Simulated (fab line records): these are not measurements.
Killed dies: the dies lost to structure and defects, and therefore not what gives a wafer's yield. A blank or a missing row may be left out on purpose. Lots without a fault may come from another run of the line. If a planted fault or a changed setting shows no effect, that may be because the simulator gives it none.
A sampling plan put to the test / flow n5 finfet / each of the 13 faults these records tell of, on one fab line, judged from the records of the lots it struck
The line's own looks make up the plan; these are the steps of the route where a gauge or inspection reads the wafer and leaves it unchanged. Where struck wafers have a number at a look and the file lists that look's usual mean and standard deviation on fault-free wafers, the look can be judged. Caught: 4 or more of those standard deviations (sigma) separate the usual mean from the mean of the struck wafers at a look after the fault's first step. On the tool: the fault's steps, tested the same way using the tool's own readings. If the struck wafers alone have a blank record, or they carry another recipe, that too counts as caught.

== THE FAULTS, as the simulator had put them in ==
1. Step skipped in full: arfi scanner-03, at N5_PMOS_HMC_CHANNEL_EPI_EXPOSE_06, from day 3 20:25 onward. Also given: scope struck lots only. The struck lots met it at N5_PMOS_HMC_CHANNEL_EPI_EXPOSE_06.
2. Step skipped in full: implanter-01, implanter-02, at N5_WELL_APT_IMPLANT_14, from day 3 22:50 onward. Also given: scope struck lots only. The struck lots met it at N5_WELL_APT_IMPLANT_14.
3. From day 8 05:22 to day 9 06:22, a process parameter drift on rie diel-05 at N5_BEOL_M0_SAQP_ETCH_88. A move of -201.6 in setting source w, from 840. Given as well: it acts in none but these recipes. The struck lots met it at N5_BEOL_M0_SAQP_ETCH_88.
4. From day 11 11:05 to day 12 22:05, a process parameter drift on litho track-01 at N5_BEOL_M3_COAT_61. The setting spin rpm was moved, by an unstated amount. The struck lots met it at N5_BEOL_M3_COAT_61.
5. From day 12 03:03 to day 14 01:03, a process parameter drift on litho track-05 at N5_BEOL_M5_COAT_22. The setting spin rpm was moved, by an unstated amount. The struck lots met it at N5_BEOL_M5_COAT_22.
6. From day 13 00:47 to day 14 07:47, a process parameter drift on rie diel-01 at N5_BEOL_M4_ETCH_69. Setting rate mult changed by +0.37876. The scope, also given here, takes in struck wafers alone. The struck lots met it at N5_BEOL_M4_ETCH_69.
7. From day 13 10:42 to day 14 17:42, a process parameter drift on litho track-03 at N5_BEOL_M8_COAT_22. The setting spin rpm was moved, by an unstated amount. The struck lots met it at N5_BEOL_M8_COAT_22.
8. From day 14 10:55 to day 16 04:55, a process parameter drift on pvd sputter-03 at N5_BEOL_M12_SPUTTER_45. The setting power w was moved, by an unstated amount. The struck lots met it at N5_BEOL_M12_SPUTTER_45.
9. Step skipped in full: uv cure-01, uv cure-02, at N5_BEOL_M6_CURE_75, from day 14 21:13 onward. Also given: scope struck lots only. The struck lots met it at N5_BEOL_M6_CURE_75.
10. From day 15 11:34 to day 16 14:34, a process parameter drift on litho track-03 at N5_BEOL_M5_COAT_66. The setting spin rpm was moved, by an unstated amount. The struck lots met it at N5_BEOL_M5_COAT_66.
11. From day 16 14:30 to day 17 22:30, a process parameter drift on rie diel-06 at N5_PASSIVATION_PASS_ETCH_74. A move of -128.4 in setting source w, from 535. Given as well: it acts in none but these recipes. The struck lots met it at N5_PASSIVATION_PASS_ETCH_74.
12. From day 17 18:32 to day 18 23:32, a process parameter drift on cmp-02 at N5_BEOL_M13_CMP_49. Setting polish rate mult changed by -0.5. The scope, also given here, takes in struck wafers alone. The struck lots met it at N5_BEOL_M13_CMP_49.
13. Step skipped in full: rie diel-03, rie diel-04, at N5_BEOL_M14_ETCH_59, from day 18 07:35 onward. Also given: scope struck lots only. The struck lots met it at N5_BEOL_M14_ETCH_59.

== WHAT THE PLAN SAW ==
fault=1; on the tool itself=no reading that can be judged; first look that catches it=no look after it can be judged; reading, sigma=-; median hours from its first step to that look=-; hours from the fault's start to the first struck lot there=-; judged looks passed uncaught=0
fault=2; on the tool itself=the tool's record is blank for the struck wafers; first look that catches it=no look after it can be judged; reading, sigma=-; median hours from its first step to that look=-; hours from the fault's start to the first struck lot there=-; judged looks passed uncaught=0
fault=3; on the tool itself=rf fwd power W -80 sigma; first look that catches it=not the one look that can be judged after it; reading, sigma=-; median hours from its first step to that look=-; hours from the fault's start to the first struck lot there=-; judged looks passed uncaught=1
fault=4; on the tool itself=spin speed rpm -54 sigma; first look that catches it=none of the 2 looks that can be judged after it; reading, sigma=-; median hours from its first step to that look=-; hours from the fault's start to the first struck lot there=-; judged looks passed uncaught=2
fault=5; on the tool itself=spin speed rpm -75 sigma; first look that catches it=no look after it can be judged; reading, sigma=-; median hours from its first step to that look=-; hours from the fault's start to the first struck lot there=-; judged looks passed uncaught=0
fault=6; on the tool itself=etch rf on time s -10 sigma; first look that catches it=not the one look that can be judged after it; reading, sigma=-; median hours from its first step to that look=-; hours from the fault's start to the first struck lot there=-; judged looks passed uncaught=1
fault=7; on the tool itself=spin speed rpm +57 sigma; first look that catches it=not the one look that can be judged after it; reading, sigma=-; median hours from its first step to that look=-; hours from the fault's start to the first struck lot there=-; judged looks passed uncaught=1
fault=8; on the tool itself=cathode dc power W +99 or beyond sigma; first look that catches it=no look after it can be judged; reading, sigma=-; median hours from its first step to that look=-; hours from the fault's start to the first struck lot there=-; judged looks passed uncaught=0
fault=9; on the tool itself=the tool's record is blank for the struck wafers; first look that catches it=no look after it can be judged; reading, sigma=-; median hours from its first step to that look=-; hours from the fault's start to the first struck lot there=-; judged looks passed uncaught=0
fault=10; on the tool itself=spin speed rpm +99 or beyond sigma; first look that catches it=not the one look that can be judged after it; reading, sigma=-; median hours from its first step to that look=-; hours from the fault's start to the first struck lot there=-; judged looks passed uncaught=1
fault=11; on the tool itself=rf fwd power W -71 sigma; first look that catches it=no look after it can be judged; reading, sigma=-; median hours from its first step to that look=-; hours from the fault's start to the first struck lot there=-; judged looks passed uncaught=0
fault=12; on the tool itself=overpolish run s -99 or beyond sigma; first look that catches it=N5_BEOL_M13_THK_MEAS_50; reading, sigma=M13_THK +51; median hours from its first step to that look=0.2; hours from the fault's start to the first struck lot there=22; judged looks passed uncaught=0
fault=13; on the tool itself=the tool's record is blank for the struck wafers; first look that catches it=no look after it can be judged; reading, sigma=-; median hours from its first step to that look=-; hours from the fault's start to the first struck lot there=-; judged looks passed uncaught=0
Dash: fault not caught, or number not given in these records.

Caught at a look: 1 of 13. Caught on the tool: 12 of 13. By one or the other: 12 of 13.
Faults caught by the tool alone: 2, 3, 4, 5, 6, 7, 8, 9, 10, 11, 13.
Caught by neither: fault 1.

== THINNER SAMPLING ==
If the look that catches a fault measured only every second or every third lot, by lot number, the first struck lot would be measured this late in the worst case:
fault=12; struck lots at that look, in order of time=L687; every lot=22 h; every second lot=may miss it; every third lot=may miss it
Hours are from the fault's start to the first struck lot that is measured. The limit of 4 sigma was tested on all struck wafers together, so one lot alone may lie under it. Other struck lots may not be in these records.

== THE LONGEST TIMED WAY FROM STEP TO LOOK ==
Fault 12: median gap of 0.2 hours between N5_BEOL_M13_CMP_49 and N5_BEOL_M13_THK_MEAS_50. No look between them can be judged.
